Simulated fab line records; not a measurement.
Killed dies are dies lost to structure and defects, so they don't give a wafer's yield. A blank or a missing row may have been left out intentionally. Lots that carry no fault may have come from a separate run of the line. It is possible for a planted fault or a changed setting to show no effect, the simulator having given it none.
A lot that was struck, set against a sound lot	flow nand_harc	14 out of 1159 route steps
Sound: the wafers L573.1, L573.3, L573.6. Struck: wafer L575.2 (left out: L575.1, L575.3 of the same lot, which were not struck); the cause appears at the end.
At each step with rows: each side's tool, then ch and its chambers, then its first start. Under that, the readings that differ: sound wafers	struck wafers	difference of the means	sigmas: that difference in standard deviations of wafers without a fault.
alike: words and numbers the same on both sides, and readings whose means are apart by under 2 such deviations; not compared: readings that were withheld, readings missing a value for some wafer, numbers with overlapping values and no deviation given by the record, and bounds like >300 which may hide the same value.
Wherever a step has rows on one side only, a row that says differs or no value, or a row with sigmas, the two part there. Numbers that have no deviation but don't overlap get no sigmas and don't part them. Lack of a reading on every wafer of one side parts them only where that side has two or more wafers.

first, 9 steps without rows for these wafers: NHARC_A_STAIRCASE_DEHYDRATE_158 (time 120 s); NHARC_A_STAIRCASE_HMDS_159 (time 30 s); NHARC_A_STAIRCASE_COAT_160; NHARC_A_STAIRCASE_SOFTBAKE_161 (time 170 s); NHARC_A_STAIRCASE_EBR_162; NHARC_A_STAIRCASE_EXPOSE_163 (exposes mask STAIR OPEN); NHARC_A_STAIRCASE_PEB_164 (peb time 130 s); NHARC_A_STAIRCASE_DEVELOP_165 (time 140 s); NHARC_A_STAIRCASE_HARDBAKE_167 (time 140 s).
NHARC_A_STAIRCASE_DESCUM_168: chemistry O2, time 3 s.
  sound on rie_diel-02 ch 0,2,3, day 12 02:19; struck on rie_diel-12 ch 1, day 12 12:30
  alike: drypump_motor_current_A, oes_product_au, rf_vpp_V, showerhead_plenum_p_Torr, throttle_valve_pct
  not compared: rf_hours_counter_h
NHARC_A_STAIRCASE_ETCH_169: etches the open film in CH3F/O2, target depth 50 nm, time 107.1 s.
  sound on rie_diel-02 ch 0,2,3, day 12 02:38; struck on rie_diel-12 ch 1, day 12 12:35
  alike: ch3f_flow_sccm, drypump_motor_current_A, oes_product_au, rf_vpp_V, run_length_s, showerhead_plenum_p_Torr, throttle_valve_pct
  not compared: rf_hours_counter_h
NHARC_A_STAIRCASE_ETCH_170: etches the open film in C4F6/O2, target depth 200 nm, time 66.667 s.
  sound on rie_diel-02 ch 0,2,3, day 12 02:46; struck on rie_diel-12 ch 3, day 12 12:42
reading	sound	struck	difference	sigmas
run_length_s (s)	87.9 88.3 89.0	78.8	-9.6	-21
  alike: drypump_motor_current_A, oes_product_au, rf_vpp_V, showerhead_plenum_p_Torr, throttle_valve_pct
  not compared: rf_hours_counter_h
NHARC_A_STAIRCASE_STRIP_171: strips in O2.
  sound on plasma_asher-01 ch 1, day 12 02:56; struck on plasma_asher-01 ch 1, day 12 12:49
  alike: drypump_motor_current_A, heater_power_w, temp_c
  not compared: rf_hours_counter_h
-- record jumps: 9 days between struck wafers' starts before vs after; left off in module A_STAIRCASE, resumes in module END, first step shown is number 1159 of the route --
NHARC_END_SORT_01:
  sound on prober-02 ch 0, day 21 16:55; struck on prober-01 ch 0, day 21 10:52
reading	sound	struck	difference	sigmas
killed_at_array	23 40 27	671	+641	+58
killed_dies	29 45 31	674	+639	+53
  alike: killed_at_other, killed_at_periphery, killed_open, killed_short

== WHERE THEY PART ==
First at NHARC_A_STAIRCASE_ETCH_170; last, within this record, at NHARC_END_SORT_01.

WHY: whatever the simulator had introduced
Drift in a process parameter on rie_diel-12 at NHARC_A_STAIRCASE_ETCH_170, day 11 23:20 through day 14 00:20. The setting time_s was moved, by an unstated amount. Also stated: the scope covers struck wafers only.
